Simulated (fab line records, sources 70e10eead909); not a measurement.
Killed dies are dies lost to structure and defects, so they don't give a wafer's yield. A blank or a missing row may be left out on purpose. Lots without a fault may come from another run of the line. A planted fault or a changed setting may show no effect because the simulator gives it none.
Which tool did it? | flow nand_harc | 13 lots, 38 wafers sampled, at 5 steps of a route of 1302

WHAT THE GAUGES READ, wafer by wafer
NHARC_P_M2_THK_MEAS_24: measures by xrf.
lot  | measured     | on            | thk_nm (nm)
L812 | day 6 12:52  | film_metro-02 | 142.5 142.8 143.5
L814 | day 7 08:29  | film_metro-02 | 143.9 150.8 144.6
L816 | day 8 04:02  | film_metro-02 | 144.2 143.9 145.0
L817 | day 8 11:25  | film_metro-02 | 146.3 146.3 146.0
L818 | day 8 23:23  | film_metro-02 | 143.7 143.3 144.7
L819 | day 9 15:25  | film_metro-02 | 143.3 144.6 143.3
L823 | day 11 01:52 | film_metro-02 | 145.3 145.3 145.0
L822 | day 11 03:55 | film_metro-02 | 144.0 142.7 142.6
L824 | day 11 10:05 | film_metro-01 | 147.3 145.5 144.7
L825 | day 12 12:28 | film_metro-01 | 143.3 142.6 144.4
L827 | day 12 16:14 | film_metro-01 | 141.6 144.4 143.9
L830 | day 13 21:38 | film_metro-01 | 145.9 146.0
L834 | day 15 15:08 | film_metro-02 | 147.0 146.6 141.3

NHARC_P_M2_INSPECT_27.
lot  | measured     | on                | raw_defect_count
L812 | day 6 13:01  | defect_inspect-02 | 330 366 361
L814 | day 7 08:38  | defect_inspect-01 | 310 416 430
L816 | day 8 04:11  | defect_inspect-01 | 345 320 295
L817 | day 8 11:34  | defect_inspect-02 | 194 259 284
L818 | day 8 23:32  | defect_inspect-01 | 317 258 505
L819 | day 9 15:35  | defect_inspect-02 | 293 372 274
L823 | day 11 02:01 | defect_inspect-01 | 327 461 510
L822 | day 11 04:05 | defect_inspect-01 | 254 205 339
L824 | day 11 10:14 | defect_inspect-01 | 502 285 499
L825 | day 12 12:37 | defect_inspect-02 | 405 573 557
L827 | day 12 16:23 | defect_inspect-02 | 439 746 447
L830 | day 13 21:47 | defect_inspect-01 | 199 259
L834 | day 15 15:17 | defect_inspect-02 | 345 404 203

NHARC_P_BONDPAD_THK_MEAS_33: measures by ellipsometry.
lot  | measured     | on            | thk_nm (nm)
L812 | day 6 14:14  | film_metro-02 | 198.9 199.4 200.2
L814 | day 7 09:52  | film_metro-02 | 200.9 198.3 201.7
L816 | day 8 05:24  | film_metro-01 | 199.8 198.6 200.9
L817 | day 8 12:47  | film_metro-01 | 196.9 200.3 202.1
L818 | day 9 00:46  | film_metro-01 | 199.2 199.9 198.2
L819 | day 9 16:49  | film_metro-02 | 198.1 200.7 200.5
L823 | day 11 03:32 | film_metro-01 | 201.1 202.4 202.0
L822 | day 11 05:36 | film_metro-02 | 199.3 198.8 201.3
L824 | day 11 11:35 | film_metro-01 | 197.6 197.1 198.3
L825 | day 12 13:49 | film_metro-02 | 199.1 201.0 199.5
L827 | day 12 17:37 | film_metro-01 | 198.4 203.4 198.6
L830 | day 13 23:02 | film_metro-01 | 201.0 196.4
L834 | day 15 16:31 | film_metro-02 | 199.1 197.5 199.2

NHARC_END_SORT_01.
lot  | measured     | on        | defect_limited_yield (%) | killed_at_array | killed_at_other | killed_at_periphery | killed_dies | killed_open | killed_short
L812 | day 25 04:38 | prober-02 | 88.9 88.3 89.1           | 70 75 72        | 0 1 0           | 5 3 2               | 75 79 74    | 3 4 7       | 1 6 4
L814 | day 25 13:07 | prober-01 | 87.7 87.4 91.1           | 79 80 57        | 0 4 3           | 4 1 0               | 83 85 60    | 8 2 3       | 1 2 3
L816 | day 25 17:34 | prober-02 | 84.0 86.3 86.3           | 106 90 90       | 1 0 0           | 1 3 3               | 108 93 93   | 3 5 4       | 2 3 3
L817 | day 25 21:46 | prober-01 | 95.3 96.2 96.5           | 27 19 17        | 0 1 0           | 5 6 7               | 32 26 24    | 2 5 2       | 5 2 2
L818 | day 26 13:50 | prober-02 | 93.5 91.3 92.8           | 39 56 46        | 0 0 0           | 5 3 3               | 44 59 49    | 2 3 3       | 4 2 3
L819 | day 27 05:41 | prober-01 | 89.1 92.0 92.6           | 70 51 50        | 1 0 0           | 3 3 0               | 74 54 50    | 6 6 1       | 2 0 1
L823 | day 28 20:01 | prober-02 | 89.4 89.2 89.7           | 68 72 67        | 0 0 0           | 4 1 3               | 72 73 70    | 5 3 6       | 2 1 3
L822 | day 29 01:03 | prober-01 | 94.1 95.3 92.6           | 40 30 46        | 0 1 2           | 0 1 2               | 40 32 50    | 3 3 2       | 2 2 1
L824 | day 29 03:45 | prober-02 | 92.3 93.8 91.1           | 49 35 50        | 0 0 2           | 3 7 8               | 52 42 60    | 2 4 5       | 2 3 2
L825 | day 30 10:48 | prober-01 | 86.9 88.2 87.6           | 80 73 77        | 3 1 0           | 6 6 7               | 89 80 84    | 2 2 2       | 4 2 3
L827 | day 30 20:20 | prober-02 | 90.4 91.1 91.9           | 61 51 51        | 2 2 1           | 2 7 3               | 65 60 55    | 5 1 2       | 2 3 3
L830 | day 32 15:46 | prober-01 | 91.7 91.4                | 54 57           | 0 0             | 2 1                 | 56 58       | 4 2         | 2 4
L834 | day 33 03:03 | prober-01 | 91.0 91.7 92.2           | 59 53 44        | 2 1 5           | 0 2 4               | 61 56 53    | 4 2 4       | 5 0 2

WHICH TOOL RAN EACH LOT (tool, then ch and the chambers of the sampled wafers, then the start)
lot  | NHARC_P_BONDPAD_ETCH_24
L812 | rie_diel-02 ch 2,3, day 6 15:35
L814 | rie_diel-12 ch 1,2, day 7 11:11
L816 | rie_diel-04 ch 2,3, day 8 06:44
L817 | rie_diel-12 ch 0,1,2, day 8 13:59
L818 | rie_diel-12 ch 0,1,2, day 9 02:05
L819 | rie_diel-12 ch 0,3, day 9 18:00
L823 | rie_diel-12 ch 1,2,3, day 11 04:51
L822 | rie_diel-04 ch 0,3, day 11 06:55
L824 | rie_diel-12 ch 0,2,3, day 11 12:54
L825 | rie_diel-12 ch 0,2,3, day 12 15:08
L827 | rie_diel-12 ch 0,1, day 12 18:55
L830 | rie_diel-12 ch 1,2, day 14 00:14
L834 | rie_diel-04 ch 0,1,3, day 15 17:50
- NHARC_P_BONDPAD_ETCH_24: etches the open film in CF4/N2, target depth 30 nm, time 72.99 s.

WHAT THE TOOLS THEMSELVES READ (means of the sampled wafers that have a number; where no wafer has one, the mark that the record gives instead)
NHARC_P_BONDPAD_ETCH_24.
lot  | tool        | drypump_motor_current_A (A) | oes_product_au (a.u.) | rf_vpp_V (V) | run_length_s (s) | showerhead_plenum_p_Torr (Torr) | throttle_valve_pct (%)
L812 | rie_diel-02 | 5.6                         | 0.990                 | 315.1        | 94.2             | 2.66                            | 19.791
L814 | rie_diel-12 | 5.3                         | 0.995                 | 313.7        | 94.4             | 2.58                            | 19.796
L816 | rie_diel-04 | 5.7                         | 0.994                 | 316.1        | 94.4             | 2.73                            | 19.796
L817 | rie_diel-12 | 5.5                         | 1.007                 | 313.3        | 94.1             | 2.56                            | 19.796
L818 | rie_diel-12 | 5.5                         | 1.013                 | 313.1        | 94.1             | 2.56                            | 19.793
L819 | rie_diel-12 | 5.8                         | 1.006                 | 314.2        | 93.8             | 2.62                            | 19.792
L823 | rie_diel-12 | 5.5                         | 0.993                 | 314.1        | 94.4             | 2.62                            | 19.796
L822 | rie_diel-04 | 5.8                         | 0.990                 | 315.7        | 94.3             | 2.73                            | 19.790
L824 | rie_diel-12 | 5.6                         | 1.004                 | 313.5        | 94.0             | 2.60                            | 19.793
L825 | rie_diel-12 | 5.6                         | 0.999                 | 314.3        | 87.8             | 2.60                            | 19.795
L827 | rie_diel-12 | 5.5                         | 0.997                 | 314.7        | 88.4             | 2.59                            | 19.800
L830 | rie_diel-12 | 5.2                         | 0.998                 | 312.6        | 85.1             | 2.55                            | 19.797
L834 | rie_diel-04 | 5.6                         | 0.992                 | 315.7        | 94.3             | 2.72                            | 19.800

THE ANSWER, worked out from the rows above alone
Rule: what is usual is taken from the lots themselves. Put in order of their means at a reading, lots are off if they are a third of the lots or fewer, leave a main group of 4 or more, and stand apart from it by a gap of 3 or more times the standard deviation of the main group's means; of several such gaps the widest counts. A main group whose means are all the same, to the digits that the tables above print for the reading, isn't used. A lot without any number at a reading at which 4 lots or more have one is off too. The other lots that the step has rows for count as sound. The gauges are gone through in route order, then the tools' own readings, and for those a lot's mean is taken as printed above. The first step at which some lot is off is used, and at that step the reading that is off furthest; a lot without a number counts as furthest.
Off: L825, L827, L830, at NHARC_P_BONDPAD_ETCH_24 (run_length_s). The main group: mean 94.2 s, standard deviation 0.19.
A tool fits if, at that step or a process step before it, it ran every lot that is off, and no sound lot after the first of them. One fits: rie_diel-12 at NHARC_P_BONDPAD_ETCH_24. Its last sound lot is L824 (day 11 12:54), its first lot that is off L825 (day 12 15:08): a fault that began between those two fits.
The tool's own readings at NHARC_P_BONDPAD_ETCH_24 bear it out: on the lots that are off they differ by more than 5 times the standard deviation of the sound lots' means. run_length_s reads 87.1 s there against 94.2 s on the sound lots.

WHAT THE SIMULATOR HAD PUT IN
Process parameter drift: rie_diel-12, from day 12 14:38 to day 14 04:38, at NHARC_P_BONDPAD_ETCH_24. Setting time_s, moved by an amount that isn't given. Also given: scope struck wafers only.
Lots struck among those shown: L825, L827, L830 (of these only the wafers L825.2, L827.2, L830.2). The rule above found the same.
